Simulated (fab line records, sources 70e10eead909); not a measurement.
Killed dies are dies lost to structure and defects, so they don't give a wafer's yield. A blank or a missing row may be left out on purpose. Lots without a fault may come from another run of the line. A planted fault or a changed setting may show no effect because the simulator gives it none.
Chamber matching | flow nand_harc | NHARC_P_GATE_ALD_36 on ald_sin-02: 4 sister chambers
The step deposits SiNx, target thk 20 nm, pulse time 60 s, ald cycles 223. 8 wafers are shown with their chamber, then 8 later ones without.

WAFERS WITH THEIR CHAMBER
wafer  | chamber | heater_power_w (W) | precursor_pulse_height_rel
L079.2 | 1       | 925                | 0.967
L079.6 | 1       | 923                | 1.007
L085.2 | 0       | 1000               | 0.997
L085.1 | 2       | 783                | 1.015
L087.2 | 3       | 925                | 0.997
L087.5 | 3       | 956                | 1.023
L087.6 | 0       | 1000               | 0.993
L091.3 | 2       | 827                | 0.992

WAFERS WITHOUT THEIR CHAMBER
wafer  | heater_power_w (W) | precursor_pulse_height_rel
L091.1 | 959                | 1.019
L091.2 | 944                | 1.016
L094.1 | 1005               | 1.016
L094.3 | 916                | 0.982
L094.6 | 1007               | 0.982
L097.4 | 786                | 1.007
L097.3 | 902                | 1.005
L097.6 | 881                | 0.988

WHICH CHAMBER EACH WENT THROUGH
wafer  | from the rows above          | in truth
L091.1 | can't be placed: 3 or 0 or 1 | 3
L091.2 | can't be placed: 3 or 1      | 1
L094.1 | 0                            | 0
L094.3 | can't be placed: 1 or 3      | 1
L094.6 | 0                            | 0
L097.4 | 2                            | 2
L097.3 | can't be placed: 1 or 3      | 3
L097.6 | can't be placed: 1 or 3 or 2 | 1
Placed correctly: 3 of 8. Can't be placed from these rows: 5 (the true chamber is among the candidates in 5). Placed wrongly: 0.
How it was worked out, from the rows above alone: a wafer's distance from a chamber is the root of the sum, over the readings, of the square of ((its reading less the chamber's mean) divided by the reading's scatter). The wafer belongs to the nearest chamber; if the next one is less than 2 further off, it can't be placed. A chamber's mean is the mean of its shown wafers. The scatter: the root of (the sum of the squares of (reading less its chamber's mean) over the shown wafers, divided by (wafers less chambers)).
